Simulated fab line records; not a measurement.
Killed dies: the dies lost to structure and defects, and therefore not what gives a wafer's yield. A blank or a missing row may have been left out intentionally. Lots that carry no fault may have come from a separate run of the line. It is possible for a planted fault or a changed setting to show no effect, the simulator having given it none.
Which of the tools did it? :: flow n5Finfet :: 9 lots, 27 wafers sampled, at 5 steps of a route of 1938

## WHAT THE GAUGES SHOWED, per wafer
Not one reading of a measure or inspect step in the record can be checked against a usual standard deviation.

## WHAT TOOL EACH LOT RAN ON (gives the tool, then ch and the chambers of the sampled wafers, and finally the start)
lot: L854
N5_BEOL_M14_ETCH_68: rieDiel-04 ch 0,1,2, day 12 05:08
N5_BEOL_M14_ETCH_38: rieDiel-02 ch 1,2,3, day 12 07:49 or earlier
N5_BEOL_M14_DEGAS_41: pvdSputter-02, day 12 07:49
N5_BEOL_M14_SPUTTER_44: pvdSputter-02, day 12 07:59
N5_BEOL_M14_CMP_49: cmp-04 ch 0,3, day 12 08:42

lot: L856
N5_BEOL_M14_ETCH_68: rieDiel-02 ch 0,1, day 13 21:40
N5_BEOL_M14_ETCH_38: rieDiel-02 ch 0,3, day 13 23:13 or earlier
N5_BEOL_M14_DEGAS_41: pvdSputter-01, day 13 23:13
N5_BEOL_M14_SPUTTER_44: pvdSputter-01, day 13 23:22
N5_BEOL_M14_CMP_49: cmp-01 ch 2,3, day 14 00:05

lot: L858
N5_BEOL_M14_ETCH_68: rieDiel-04 ch 0,1,2, day 14 05:43
N5_BEOL_M14_ETCH_38: rieDiel-02 ch 0,1,2, day 14 06:38 or earlier
N5_BEOL_M14_DEGAS_41: pvdSputter-01, day 14 06:38
N5_BEOL_M14_SPUTTER_44: pvdSputter-01, day 14 06:47
N5_BEOL_M14_CMP_49: cmp-01 ch 0,1,2, day 14 07:35

lot: L859
N5_BEOL_M14_ETCH_68: rieDiel-05 ch 0,2,3, day 14 08:37
N5_BEOL_M14_ETCH_38: rieDiel-02 ch 1,2,3, day 14 11:52 or earlier
N5_BEOL_M14_DEGAS_41: pvdSputter-02, day 14 11:52
N5_BEOL_M14_SPUTTER_44: pvdSputter-02, day 14 12:01
N5_BEOL_M14_CMP_49: cmp-04 ch 1,2,3, day 14 12:42

lot: L877
N5_BEOL_M14_ETCH_68: rieDiel-02 ch 0,2,3, day 19 23:58
N5_BEOL_M14_ETCH_38: rieDiel-05 ch 1,2,3, day 20 05:25 or earlier
N5_BEOL_M14_DEGAS_41: pvdSputter-02, day 20 05:25
N5_BEOL_M14_SPUTTER_44: pvdSputter-02, day 20 05:35
N5_BEOL_M14_CMP_49: cmp-03 ch 1,2, day 20 06:16

lot: L874
N5_BEOL_M14_ETCH_68: rieDiel-04 ch 0,1,2, day 20 21:15
N5_BEOL_M14_ETCH_38: rieDiel-02 ch 0,1,2, day 21 06:33 or earlier
N5_BEOL_M14_DEGAS_41: pvdSputter-01, day 21 06:33
N5_BEOL_M14_SPUTTER_44: pvdSputter-01, day 21 06:43
N5_BEOL_M14_CMP_49: cmp-04 ch 0,2,3, day 21 07:45

lot: L876
N5_BEOL_M14_ETCH_68: rieDiel-05 ch 1,2, day 21 05:13
N5_BEOL_M14_ETCH_38: rieDiel-02 ch 1,2, day 21 09:58 or earlier
N5_BEOL_M14_DEGAS_41: pvdSputter-02, day 21 09:58
N5_BEOL_M14_SPUTTER_44: pvdSputter-02, day 21 10:08
N5_BEOL_M14_CMP_49: cmp-03 ch 0,1,2, day 21 10:49

lot: L862
N5_BEOL_M14_ETCH_68: rieDiel-04 ch 0,2, day 21 10:32
N5_BEOL_M14_ETCH_38: rieDiel-05 ch 0,1, day 21 12:49 or earlier
N5_BEOL_M14_DEGAS_41: pvdSputter-02, day 21 12:49
N5_BEOL_M14_SPUTTER_44: pvdSputter-02, day 21 12:58
N5_BEOL_M14_CMP_49: cmp-01 ch 0,2,3, day 21 13:39

lot: L873
N5_BEOL_M14_ETCH_68: rieDiel-04 ch 1,3, day 21 12:13
N5_BEOL_M14_ETCH_38: rieDiel-02 ch 0,2, day 21 13:10 or earlier
N5_BEOL_M14_DEGAS_41: pvdSputter-01, day 21 13:10
N5_BEOL_M14_SPUTTER_44: pvdSputter-01, day 21 13:20
N5_BEOL_M14_CMP_49: cmp-03 ch 0,2,3, day 21 14:38
- N5_BEOL_M14_ETCH_68: etches SOC in N2/H2, time 450 s.
- N5_BEOL_M14_ETCH_38: etches SiCN in CF4/N2, target depth 106.5 nm, time 120.6 s.
- N5_BEOL_M14_DEGAS_41: time 60 s.
- N5_BEOL_M14_SPUTTER_44: material Ta, target thk 15 nm, time 24.19 s.
- N5_BEOL_M14_CMP_49: polishes, stops on SiO2, t overpolish 5.2 s, target thk 560 nm.

## AS READ BY THE TOOLS THEMSELVES (means over the sampled wafers that have a number; for cases with no such wafer, the mark the record gives instead)
N5_BEOL_M14_ETCH_68. Usual: biasW 350.2 W, standard deviation 1; drypumpMotorCurrentA 5.6 A, standard deviation 0.37; oesProductAu 0.83 a.u., standard deviation 0.084; rfVppV 524.6 V, standard deviation 2.8; showerheadPlenumPTorr 2.57 Torr, standard deviation 0.098; throttleValvePct 17.79 %, standard deviation 0.23.
lot: L854
tool: rieDiel-04
biasW (W): 349.7
drypumpMotorCurrentA (A): 5.6
oesProductAu (a.u.): 0.81
rfVppV (V): 524.4
showerheadPlenumPTorr (Torr): 2.56
throttleValvePct (%): 17.82
flag: 

lot: L856
tool: rieDiel-02
biasW (W): 350.4
drypumpMotorCurrentA (A): 5.7
oesProductAu (a.u.): 0.70
rfVppV (V): 523.4
showerheadPlenumPTorr (Torr): 2.55
throttleValvePct (%): 17.81
flag: 

lot: L858
tool: rieDiel-04
biasW (W): 348.5
drypumpMotorCurrentA (A): 5.6
oesProductAu (a.u.): 0.89
rfVppV (V): 524.9
showerheadPlenumPTorr (Torr): 2.55
throttleValvePct (%): 17.68
flag: 

lot: L859
tool: rieDiel-05
biasW (W): 349.4
drypumpMotorCurrentA (A): 6.2
oesProductAu (a.u.): 0.82
rfVppV (V): 525.5
showerheadPlenumPTorr (Torr): 2.60
throttleValvePct (%): 17.84
flag: 

lot: L877
tool: rieDiel-02
biasW (W): 349.9
drypumpMotorCurrentA (A): 5.7
oesProductAu (a.u.): 0.78
rfVppV (V): 525.2
showerheadPlenumPTorr (Torr): 2.58
throttleValvePct (%): 17.87
flag: 

lot: L874
tool: rieDiel-04
biasW (W): 349.0
drypumpMotorCurrentA (A): 5.6
oesProductAu (a.u.): 0.83
rfVppV (V): 523.7
showerheadPlenumPTorr (Torr): 2.53
throttleValvePct (%): 17.77
flag: 

lot: L876
tool: rieDiel-05
biasW (W): 350.8
drypumpMotorCurrentA (A): 5.5
oesProductAu (a.u.): 0.82
rfVppV (V): 526.2
showerheadPlenumPTorr (Torr): 2.65
throttleValvePct (%): 17.79
flag: 

lot: L862
tool: rieDiel-04
biasW (W): 348.9
drypumpMotorCurrentA (A): 5.5
oesProductAu (a.u.): 0.84
rfVppV (V): 523.3
showerheadPlenumPTorr (Torr): 2.54
throttleValvePct (%): 17.58
flag: 

lot: L873
tool: rieDiel-04
biasW (W): 350.2
drypumpMotorCurrentA (A): 5.4
oesProductAu (a.u.): 0.80
rfVppV (V): 522.7
showerheadPlenumPTorr (Torr): 2.48
throttleValvePct (%): 17.99
flag: 

N5_BEOL_M14_ETCH_38. Usual: biasW 70.00 W, standard deviation 0.21; drypumpMotorCurrentA 5.7 A, standard deviation 0.36; oesProductAu 0.80 a.u., standard deviation 0.085; rfVppV 382.9 V, standard deviation 1.9; showerheadPlenumPTorr 2.23 Torr, standard deviation 0.077; throttleValvePct 15.45 %, standard deviation 0.19.
lot: L854
tool: rieDiel-02
biasW (W): 69.92
drypumpMotorCurrentA (A): 5.7
oesProductAu (a.u.): 0.75
rfVppV (V): 382.7
showerheadPlenumPTorr (Torr): 2.23
throttleValvePct (%): 15.58
flag: 

lot: L856
tool: rieDiel-02
biasW (W): 70.13
drypumpMotorCurrentA (A): 5.6
oesProductAu (a.u.): 0.70
rfVppV (V): 379.6
showerheadPlenumPTorr (Torr): 2.10
throttleValvePct (%): 15.58
flag: 

lot: L858
tool: rieDiel-02
biasW (W): 69.97
drypumpMotorCurrentA (A): 5.7
oesProductAu (a.u.): 0.72
rfVppV (V): 382.8
showerheadPlenumPTorr (Torr): 2.22
throttleValvePct (%): 15.55
flag: 

lot: L859
tool: rieDiel-02
biasW (W): 70.02
drypumpMotorCurrentA (A): 5.6
oesProductAu (a.u.): 0.73
rfVppV (V): 382.7
showerheadPlenumPTorr (Torr): 2.22
throttleValvePct (%): 15.61
flag: 

lot: L877
tool: rieDiel-05
biasW (W): 70.14
drypumpMotorCurrentA (A): 5.9
oesProductAu (a.u.): 0.87
rfVppV (V): 383.7
showerheadPlenumPTorr (Torr): 2.27
throttleValvePct (%): 15.33
flag: 

lot: L874
tool: rieDiel-02
biasW (W): 70.01
drypumpMotorCurrentA (A): 5.7
oesProductAu (a.u.): 0.85
rfVppV (V): 383.9
showerheadPlenumPTorr (Torr): 2.29
throttleValvePct (%): 15.32
flag: 

lot: L876
tool: rieDiel-02
biasW (W): 69.87
drypumpMotorCurrentA (A): 5.6
oesProductAu (a.u.): 0.79
rfVppV (V): 383.3
showerheadPlenumPTorr (Torr): 2.26
throttleValvePct (%): 15.52
flag: 

lot: L862
tool: rieDiel-05
biasW (W): 70.18
drypumpMotorCurrentA (A): 6.0
oesProductAu (a.u.): 0.79
rfVppV (V): 383.4
showerheadPlenumPTorr (Torr): 2.25
throttleValvePct (%): 15.42
flag: 

lot: L873
tool: rieDiel-02
biasW (W): 69.98
drypumpMotorCurrentA (A): 5.7
oesProductAu (a.u.): 0.77
rfVppV (V): 384.4
showerheadPlenumPTorr (Torr): 2.29
throttleValvePct (%): 15.50
flag: 

N5_BEOL_M14_DEGAS_41. Usual: heaterPowerW 453 W, standard deviation 42; susceptorTempC 300.03 C, standard deviation 0.2.
lot: L854
tool: pvdSputter-02
heaterPowerW (W): 440
susceptorTempC (C): 299.92
flag: 

lot: L856
tool: pvdSputter-01
heaterPowerW (W): 444
susceptorTempC (C): 300.17
flag: 

lot: L858
tool: pvdSputter-01
heaterPowerW (W): 440
susceptorTempC (C): 300.04
flag: 

lot: L859
tool: pvdSputter-02
heaterPowerW (W): 462
susceptorTempC (C): 299.96
flag: 

lot: L877
tool: pvdSputter-02
heaterPowerW (W): 435
susceptorTempC (C): 300.12
flag: 

lot: L874
tool: pvdSputter-01
heaterPowerW (W): 422
susceptorTempC (C): 299.89
flag: 

lot: L876
tool: pvdSputter-02
heaterPowerW (W): 437
susceptorTempC (C): 299.97
flag: 

lot: L862
tool: pvdSputter-02
heaterPowerW (W): 468
susceptorTempC (C): 300.02
flag: 

lot: L873
tool: pvdSputter-01
heaterPowerW (W): 438
susceptorTempC (C): 300.12
flag: 

N5_BEOL_M14_SPUTTER_44. Usual: cathodeDcPowerW 15000 W, standard deviation 2.6; susceptorTempC 50.00 C, standard deviation 0.12; throttleValvePct 29.5 %, standard deviation 0.96.
lot: L854
tool: pvdSputter-02
cathodeDcPowerW (W): 14999
susceptorTempC (C): 50.15
throttleValvePct (%): 29.1
flag: 

lot: L856
tool: pvdSputter-01
cathodeDcPowerW (W): 14999
susceptorTempC (C): 50.12
throttleValvePct (%): 29.2
flag: 

lot: L858
tool: pvdSputter-01
cathodeDcPowerW (W): 15000
susceptorTempC (C): 49.83
throttleValvePct (%): 29.7
flag: 

lot: L859
tool: pvdSputter-02
cathodeDcPowerW (W): 15000
susceptorTempC (C): 49.91
throttleValvePct (%): 29.6
flag: 

lot: L877
tool: pvdSputter-02
cathodeDcPowerW (W): 15000
susceptorTempC (C): 50.17
throttleValvePct (%): 29.1
flag: 

lot: L874
tool: pvdSputter-01
cathodeDcPowerW (W): 19995
susceptorTempC (C): 50.06
throttleValvePct (%): 29.8
flag: OFF

lot: L876
tool: pvdSputter-02
cathodeDcPowerW (W): 14998
susceptorTempC (C): 50.11
throttleValvePct (%): 28.7
flag: 

lot: L862
tool: pvdSputter-02
cathodeDcPowerW (W): 15001
susceptorTempC (C): 50.02
throttleValvePct (%): 29.3
flag: 

lot: L873
tool: pvdSputter-01
cathodeDcPowerW (W): 19999
susceptorTempC (C): 50.02
throttleValvePct (%): 28.9
flag: OFF

N5_BEOL_M14_CMP_49. Usual: barrierFieldEndpointS 11.41 s, standard deviation 0.21; clearingPlatenRpm 80.00 rpm, standard deviation 0.042; motorCurrentA 8.2 A, standard deviation 0.84; platenRpm 80.01 rpm, standard deviation 0.059; retainingRingPressureFrac 0.999, standard deviation 0.0046.
lot: L854
tool: cmp-04
barrierFieldEndpointS (s): 11.73
clearingPlatenRpm (rpm): 80.02
motorCurrentA (A): 8.0
platenRpm (rpm): 80.07
retainingRingPressureFrac: 1.005
flag: 

lot: L856
tool: cmp-01
barrierFieldEndpointS (s): 11.70
clearingPlatenRpm (rpm): 79.99
motorCurrentA (A): 9.4
platenRpm (rpm): 80.00
retainingRingPressureFrac: 1.001
flag: 

lot: L858
tool: cmp-01
barrierFieldEndpointS (s): 11.34
clearingPlatenRpm (rpm): 79.98
motorCurrentA (A): 7.9
platenRpm (rpm): 80.04
retainingRingPressureFrac: 1.000
flag: 

lot: L859
tool: cmp-04
barrierFieldEndpointS (s): 11.25
clearingPlatenRpm (rpm): 80.03
motorCurrentA (A): 8.5
platenRpm (rpm): 79.96
retainingRingPressureFrac: 0.999
flag: 

lot: L877
tool: cmp-03
barrierFieldEndpointS (s): 11.72
clearingPlatenRpm (rpm): 79.99
motorCurrentA (A): 7.8
platenRpm (rpm): 80.04
retainingRingPressureFrac: 1.000
flag: 

lot: L874
tool: cmp-04
barrierFieldEndpointS (s): 13.11
clearingPlatenRpm (rpm): 79.98
motorCurrentA (A): 8.3
platenRpm (rpm): 79.99
retainingRingPressureFrac: 0.996
flag: OFF

lot: L876
tool: cmp-03
barrierFieldEndpointS (s): 11.66
clearingPlatenRpm (rpm): 79.99
motorCurrentA (A): 7.6
platenRpm (rpm): 80.07
retainingRingPressureFrac: 0.996
flag: 

lot: L862
tool: cmp-01
barrierFieldEndpointS (s): 11.53
clearingPlatenRpm (rpm): 79.99
motorCurrentA (A): 8.7
platenRpm (rpm): 79.97
retainingRingPressureFrac: 1.001
flag: 

lot: L873
tool: cmp-03
barrierFieldEndpointS (s): 13.17
clearingPlatenRpm (rpm): 79.96
motorCurrentA (A): 8.0
platenRpm (rpm): 79.99
retainingRingPressureFrac: 1.000
flag: OFF

## THE ANSWER, worked out from the rows above alone
Rule: lot off if the mean of its wafers having a number is beyond 3 standard deviations from the usual mean. A lot without any number at a reading at which 4 lots or more have one is off too. Any other lot the step has rows for is counted as sound. After the gauges, taken in route order, come the tools' own readings; for these a lot's mean is taken, as printed above. The first step at which some lot is off is used, and at that step the reading that is off furthest; a lot without a number counts as furthest.
Off: L874, L873, at N5_BEOL_M14_SPUTTER_44 (cathodeDcPowerW).
If a tool, at that step or one of the process steps before it, ran each lot that is off and ran no sound lot following the first of them, it fits. With no start given for some of its lots, N5_BEOL_M14_ETCH_38 uses the hours and lot order of N5_BEOL_M14_DEGAS_41. One fits: pvdSputter-01 at N5_BEOL_M14_DEGAS_41 and N5_BEOL_M14_SPUTTER_44. At N5_BEOL_M14_DEGAS_41 its last sound lot is L858 (day 14 06:38), its first lot that is off L874 (day 21 06:33): a fault that began between those two fits.

## WHAT THE SIMULATOR HAD PUT IN
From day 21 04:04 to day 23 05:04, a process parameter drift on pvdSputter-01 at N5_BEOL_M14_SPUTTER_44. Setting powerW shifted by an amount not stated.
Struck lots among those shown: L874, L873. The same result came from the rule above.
